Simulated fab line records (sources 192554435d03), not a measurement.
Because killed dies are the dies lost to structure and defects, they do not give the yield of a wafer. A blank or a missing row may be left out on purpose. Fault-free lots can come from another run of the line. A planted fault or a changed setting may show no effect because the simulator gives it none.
A struck lot beside a sound one    flow n5 finfet    13 out of 1938 route steps
Sound: the wafers L252.3, L252.5, L252.6. Wafers struck: L249.1, L249.4, L249.6. The cause is given at the end.
At each step with rows: each side's tool, then ch and its chambers, then its first start. Under that, the readings that differ: sound wafers    struck wafers    difference of the means    sigmas: that difference in standard deviations of wafers without a fault.
alike: a reading whose means differ by less than 2 such deviations, as well as words and numbers matching on both sides. not compared: withheld readings; readings where some wafer has no value; bounds like >300 that might hide an equal value; numbers whose values overlap and for which the record gives no deviation.
The two part at a step that has a row with sigmas, a row that says differs or no value, or rows on one side only. When numbers do not overlap yet have no deviation, they are printed without sigmas and do not part them. Lack of a reading on every wafer of one side parts them only where that side has two or more wafers.

first, 9 steps without rows for these wafers: N5_BEOL_M4_SOFTBAKE_23 (time 60 s); N5_BEOL_M4_EXPOSE_25 (exposes mask V3, defocus 5 nm); N5_BEOL_M4_PEB_26 (peb time 60 s); N5_BEOL_M4_DEVELOP_27 (develop time 30 s); N5_BEOL_M4_DESCUM_33 (chemistry O2, time 7 s); N5_BEOL_M4_ETCH_77 (etches underlayer in N2/H2, target depth 6.5 nm, time 5.2 s); N5_BEOL_M4_ETCH_69 (etches SiARC in CF4, target depth 15.6 nm, time 26 s); N5_BEOL_M4_ALD_98 (deposits SiO2, target thk 2.5 nm, pulse time 1 s, co reactant pulse time 1 s); N5_BEOL_M4_ETCHBACK_99 (etches SiO2 in CHF3, target depth 5 nm, time 10.4 s).
N5_BEOL_M4_ETCH_70: etches SOC in N2/H2, target depth 80 nm, overetch 24 nm, time 130 s.
  sound on rie diel-03 ch 1,2,3, day 13 13:36; struck on rie diel-01 ch 0,2,3, day 12 17:25
reading                                     sound      struck       difference  sigmas
model.SiARC_of_BEOL_M4_COAT_68.thk nm (nm)  5.8 6 5.6  2.6 2.6 2.6  -3.2        
  alike: drypump motor current A, oes product au, rf vpp V, showerhead plenum p Torr, throttle valve pct
  not compared: rf hours counter h
then, 1 step without rows for these wafers: N5_BEOL_M4_STRIP_71 (strips in N2/H2).
N5_BEOL_M4_RC_MEAS_101:
  sound on prober-02 ch 0, day 13 19:29; struck on prober-02 ch 0, day 12 22:10
reading        sound           struck          difference  sigmas
DIBL_P (mV/V)  39.5 40.5 39.9  36.7 35.8 35.9  -3.8        -3
  alike: DIBL_N, IOFF_N, IOFF_P, ION_N, ION_P, SS_N, SS_P, VT_N, VT_P
following that, these wafers have no rows for 1 step: N5_PASSIVATION_PROBE_49.

WHERE THEY PART
Only at N5_BEOL_M4_RC_MEAS_101, within this record.

WHY: the cause the simulator had injected
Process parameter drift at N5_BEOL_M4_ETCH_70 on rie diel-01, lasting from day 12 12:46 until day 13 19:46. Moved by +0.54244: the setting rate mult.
